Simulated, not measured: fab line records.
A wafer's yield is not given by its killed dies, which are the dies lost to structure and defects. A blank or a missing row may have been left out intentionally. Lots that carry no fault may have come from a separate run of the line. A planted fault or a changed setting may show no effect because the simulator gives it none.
Split-lot study / flow n5Finfet / route with 1938 steps; 7 lots, 21 wafers read

== ABOUT THE SPLIT ==
At N5_BEOL_M13_DEP_53 (deposits SiCN from 3MS/NH3, target thk 50 nm, time 17.8 s), the setting timeS was moved away from the recipe's 17.8 s on 6 of the 21 wafers read, by -13.3% to +8.8%. For the rest of the wafers, this setting stayed at what the recipe calls for.

The reading is taken at the split's own step.

== THE READING ==
SiCN_of_BEOL_M13_DEP_53.thkNm (the simulator's own value, which no gauge read), in nm, at N5_BEOL_M13_DEP_53 (deposits SiCN from 3MS/NH3, target thk 50 nm, time 17.8 s). The file gives no usual value for it. Average 50.0 nm, standard deviation 0.65 nm, over the 15 wafers here run with the recipe.

wafer=L074.1; tool, chamber at the split=pecvd-01, 1; timeS as run, s=17.8; against the recipe=recipe; SiCN_of_BEOL_M13_DEP_53.thkNm, nm=49.4; against lot-mates on the recipe=-
wafer=L074.2; tool, chamber at the split=pecvd-01, 0; timeS as run, s=17.8; against the recipe=recipe; SiCN_of_BEOL_M13_DEP_53.thkNm, nm=49.8; against lot-mates on the recipe=-
wafer=L074.3; tool, chamber at the split=pecvd-01, 1; timeS as run, s=16.38; against the recipe=-8.0%; SiCN_of_BEOL_M13_DEP_53.thkNm, nm=45.6; against lot-mates on the recipe=-4.0
wafer=L076.1; tool, chamber at the split=pecvd-03, 1; timeS as run, s=17.8; against the recipe=recipe; SiCN_of_BEOL_M13_DEP_53.thkNm, nm=50.4; against lot-mates on the recipe=-
wafer=L076.2; tool, chamber at the split=pecvd-03, 2; timeS as run, s=17.8; against the recipe=recipe; SiCN_of_BEOL_M13_DEP_53.thkNm, nm=50; against lot-mates on the recipe=-
wafer=L076.6; tool, chamber at the split=pecvd-03, 0; timeS as run, s=18.52; against the recipe=+4.0%; SiCN_of_BEOL_M13_DEP_53.thkNm, nm=53; against lot-mates on the recipe=+2.8
wafer=L083.3; tool, chamber at the split=pecvd-01, 2; timeS as run, s=17.8; against the recipe=recipe; SiCN_of_BEOL_M13_DEP_53.thkNm, nm=49; against lot-mates on the recipe=-
wafer=L083.4; tool, chamber at the split=pecvd-01, 0; timeS as run, s=17.8; against the recipe=recipe; SiCN_of_BEOL_M13_DEP_53.thkNm, nm=50.6; against lot-mates on the recipe=-
wafer=L083.5; tool, chamber at the split=pecvd-01, 1; timeS as run, s=17.8; against the recipe=recipe; SiCN_of_BEOL_M13_DEP_53.thkNm, nm=50.8; against lot-mates on the recipe=-
wafer=L089.1; tool, chamber at the split=pecvd-02, 0; timeS as run, s=17.8; against the recipe=recipe; SiCN_of_BEOL_M13_DEP_53.thkNm, nm=50.2; against lot-mates on the recipe=-
wafer=L089.4; tool, chamber at the split=pecvd-02, 1; timeS as run, s=17.8; against the recipe=recipe; SiCN_of_BEOL_M13_DEP_53.thkNm, nm=50; against lot-mates on the recipe=-
wafer=L089.5; tool, chamber at the split=pecvd-02, 0; timeS as run, s=17.8; against the recipe=recipe; SiCN_of_BEOL_M13_DEP_53.thkNm, nm=50.4; against lot-mates on the recipe=-
wafer=L092.1; tool, chamber at the split=pecvd-03, 0; timeS as run, s=17.8; against the recipe=recipe; SiCN_of_BEOL_M13_DEP_53.thkNm, nm=50.4; against lot-mates on the recipe=-
wafer=L092.4; tool, chamber at the split=pecvd-03, 0; timeS as run, s=17.8; against the recipe=recipe; SiCN_of_BEOL_M13_DEP_53.thkNm, nm=51; against lot-mates on the recipe=-
wafer=L092.6; tool, chamber at the split=pecvd-03, 1; timeS as run, s=18.89; against the recipe=+6.1%; SiCN_of_BEOL_M13_DEP_53.thkNm, nm=54.2; against lot-mates on the recipe=+3.5
wafer=L095.1; tool, chamber at the split=pecvd-02, 0; timeS as run, s=17.8; against the recipe=recipe; SiCN_of_BEOL_M13_DEP_53.thkNm, nm=49.8; against lot-mates on the recipe=-
wafer=L095.3; tool, chamber at the split=pecvd-02, 1; timeS as run, s=17.8; against the recipe=recipe; SiCN_of_BEOL_M13_DEP_53.thkNm, nm=49.4; against lot-mates on the recipe=-
wafer=L095.4; tool, chamber at the split=pecvd-02, 1; timeS as run, s=15.43; against the recipe=-13.3%; SiCN_of_BEOL_M13_DEP_53.thkNm, nm=43.6; against lot-mates on the recipe=-6.0
wafer=L096.2; tool, chamber at the split=pecvd-03, 2; timeS as run, s=17.8; against the recipe=recipe; SiCN_of_BEOL_M13_DEP_53.thkNm, nm=48.6; against lot-mates on the recipe=-
wafer=L096.4; tool, chamber at the split=pecvd-03, 0; timeS as run, s=19.37; against the recipe=+8.8%; SiCN_of_BEOL_M13_DEP_53.thkNm, nm=54.4; against lot-mates on the recipe=+5.8
wafer=L096.5; tool, chamber at the split=pecvd-03, 0; timeS as run, s=19.37; against the recipe=+8.8%; SiCN_of_BEOL_M13_DEP_53.thkNm, nm=54.2; against lot-mates on the recipe=+5.6

FIT RESULTS
A straight line over all 21 wafers: SiCN_of_BEOL_M13_DEP_53.thkNm changes by +0.519 nm for each +1% of timeS; r = +0.97; the points scatter about the line by 0.67 nm.
The same after taking each lot's own level away (the mean of its wafers on the recipe; 21 wafers): +0.541 nm for each +1%; r = +0.98; scatter 0.53 nm.
That fit puts the effect of the largest move of timeS on the reading at 7.2 nm.
Across the lots, their own levels run from 48.60 to 50.70 nm, a range of 3.2 times the standard deviation given above.
Hence the lot-to-lot level has little effect on the slope; both slopes agree.
Check: with one of the wafers moved furthest among these (-13.3%) left out of the fit, the line predicts -7.87 nm for it against its lot-mates. Against them it came out at -6 nm.

== THESE WAFERS: OTHER SPLITS ==
Other splits were also applied to these wafers ahead of the reading. Each is held against what the fit with the lots' levels taken away leaves over:
other split on the same wafers=N5_BEOL_M13_ILD_DEP_00 timeS; wafers away from the commonest value=7; r with SiCN_of_BEOL_M13_DEP_53.thkNm (lot level and that fit taken away)=-0.50

== THE FILE'S OWN FIT ==
SiCN_of_BEOL_M13_DEP_53.thkNm changes by +0.523 nm for each +1% of timeS, r = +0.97.
